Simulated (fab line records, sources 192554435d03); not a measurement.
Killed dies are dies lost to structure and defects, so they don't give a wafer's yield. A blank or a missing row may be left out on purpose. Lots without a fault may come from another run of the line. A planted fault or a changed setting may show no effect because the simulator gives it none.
A struck lot beside a sound one | flow n5_finfet | 19 steps out of a route of 1938
Sound: wafers L843.2, L843.5, L843.6. Struck: wafer L840.4. (L840.6 of the same lot was not struck and is left out.) The cause comes at the end.
At each step with rows: each side's tool, then ch and its chambers, then its first start. Under that, the readings that differ: sound wafers | struck wafers | difference of the means | sigmas: that difference in standard deviations of wafers without a fault.
alike: readings whose means differ by less than 2 such deviations, and words and numbers that are the same on both sides. not compared: withheld readings, readings that some wafer has no value for, bounds like >300 that may hide the same value, and numbers for which the record gives no deviation and whose values overlap.
The two part at a step that has a row with sigmas, a row that says differs or no value, or rows on one side only. Numbers that don't overlap but have no deviation are shown without sigmas and don't part them. A reading that every wafer of one side lacks parts them only if that side has two wafers or more.

N5_BEOL_M3_INSPECT_30: inspects for defects (brightfield).
  sound on defect_inspect-02, day 10 07:57; struck on defect_inspect-02, day 9 04:29
  alike: raw_defect_count
then, 1 step without rows for these wafers: N5_BEOL_M3_DESCUM_33 (chemistry O2, time 7 s).
N5_BEOL_M3_ETCH_77: etches underlayer in N2/H2, target depth 6.5 nm, time 5.2 s.
  sound on rie_diel-06 ch 1,2,3, day 10 08:01; struck on rie_diel-06 ch 0, day 9 04:32
  reading      | sound             | struck | difference | sigmas
  rf_vpp_V (V) | 524.6 522.7 527.5 | 519.1  | -5.8       | -2
  alike: chamber_pressure_mTorr, drypump_motor_current_A, etch_rf_on_time_s, h2_flow_sccm, oes_product_au, showerhead_plenum_p_Torr, throttle_valve_pct
  not compared: rf_hours_counter_h
then, 1 step without rows for these wafers: N5_BEOL_M3_ETCH_69 (etches SiARC in CF4, target depth 15.6 nm, time 26 s).
N5_BEOL_M3_ALD_98: deposits SiO2, target thk 2.5 nm, pulse time 1 s, co reactant pulse time 1 s.
  sound on ald_sin-01 ch 0,1, day 10 08:07; struck on ald_sin-04 ch 0, day 9 04:38
  alike: chamber_pressure_Torr, heater_power_w, precursor_pulse_height_rel
N5_BEOL_M3_ETCHBACK_99: etches SiO2 in CHF3, target depth 5 nm, time 10.4 s.
  sound on rie_diel-06 ch 0,1,2, day 10 19:51; struck on rie_diel-01 ch 2, day 9 08:08
  alike: chamber_pressure_mTorr, drypump_motor_current_A, oes_product_au, rf_vpp_V, showerhead_plenum_p_Torr, throttle_valve_pct
  not compared: rf_hours_counter_h
then, 5 steps without rows for these wafers: N5_BEOL_M3_ETCH_70 (etches SOC in N2/H2, target depth 80 nm, overetch 16 nm, time 120 s); N5_BEOL_M3_STRIP_71 (strips in N2/H2); N5_BEOL_M3_STRIP_78 (strips in N2/H2); N5_BEOL_M3_VIA_ETCH_34 (etches the open film in C4F6/O2, target depth 69.4 nm, time 65.9 s); N5_BEOL_M3_STRIP_83 (strips in C4F6/O2).
N5_BEOL_M3_STRIP_36: strips in N2/H2.
  sound on rie_diel-06 ch 0,1,2, day 10 20:03; struck on rie_diel-01 ch 2, day 9 08:20
  alike: chamber_pressure_mTorr, drypump_motor_current_A, h2_flow_sccm, oes_product_au, rf_vpp_V, showerhead_plenum_p_Torr, throttle_valve_pct
  not compared: rf_hours_counter_h
N5_BEOL_M3_TRENCH_ETCH_37: etches SiOC in C4F6/O2, target depth 55.555 nm, time 29.2 s.
  sound on rie_diel-06 ch 0,1,2, day 10 20:05; struck on rie_diel-01 ch 2, day 9 08:23
  reading                                    | sound            | struck | difference | sigmas
  run_length_s (s)                           | 52.6 52.4 53.2   | 41.3   | -11.4      | -26
  model.BEOL_M3.feature_depth_nm (nm)        | 54.2 56.2 54     | 36.6   | -18.2      |
  model.etch.depth_nm (nm)                   | 54.2 56.11 53.94 | 36.52  | -18.23     |
  model.TiN_of_BEOL_M3_HM_DEP_02.thk_nm (nm) | 17.2 17.4 17.6   | 18.6   | +1.2       |
  alike: chamber_pressure_mTorr, drypump_motor_current_A, oes_product_au, rf_vpp_V, showerhead_plenum_p_Torr, throttle_valve_pct
  not compared: rf_hours_counter_h
N5_BEOL_M3_ETCH_41: etches SiCN in CH3F/O2, target depth 29.9 nm, time 52.5 s.
  sound on rie_diel-06 ch 0,1,2; struck on rie_diel-01 ch 2
  reading                        | sound             | struck | difference | sigmas
  chamber_pressure_mTorr (mTorr) | 30.06 29.98 30.00 | 29.93  | -0.08      | -3
  run_length_s (s)               | 75.9 75.3 76.7    | 75.1   | -0.9       | -2
  alike: CH3F_flow_sccm, drypump_motor_current_A, oes_product_au, rf_vpp_V, showerhead_plenum_p_Torr, throttle_valve_pct
  not compared: rf_hours_counter_h
then, 1 step without rows for these wafers: N5_BEOL_M3_STRIP_97 (strips in N2/H2, time 10 s).
N5_BEOL_M3_OCD_MEAS_38:
  sound on ocd-01, day 10 20:14; struck on ocd-02, day 9 08:32
  reading              | sound          | struck | difference | sigmas
  trench_depth_nm (nm) | 54.7 56.1 54.1 | 36.6   | -18.4      | -15
then, 1 step without rows for these wafers: N5_BEOL_M3_HM_STRIP_39 (strips TiN in peroxide tin strip, target depth 25 nm, time 158 s).
N5_BEOL_M4_RC_MEAS_101:
  sound on prober-02 ch 0, day 11 11:55; struck on prober-02 ch 0, day 10 03:27
  alike: DIBL_N, DIBL_P, IOFF_N, IOFF_P, ION_N, ION_P, SS_N, SS_P, VT_N, VT_P
N5_PASSIVATION_PROBE_49:
  the record has rows for the sound wafers here (prober-02, day 16 02:47) and none for the struck ones

WHERE THEY PART
First at N5_BEOL_M3_ETCH_77; last, within this record, at N5_PASSIVATION_PROBE_49.

WHY: what the simulator had put in
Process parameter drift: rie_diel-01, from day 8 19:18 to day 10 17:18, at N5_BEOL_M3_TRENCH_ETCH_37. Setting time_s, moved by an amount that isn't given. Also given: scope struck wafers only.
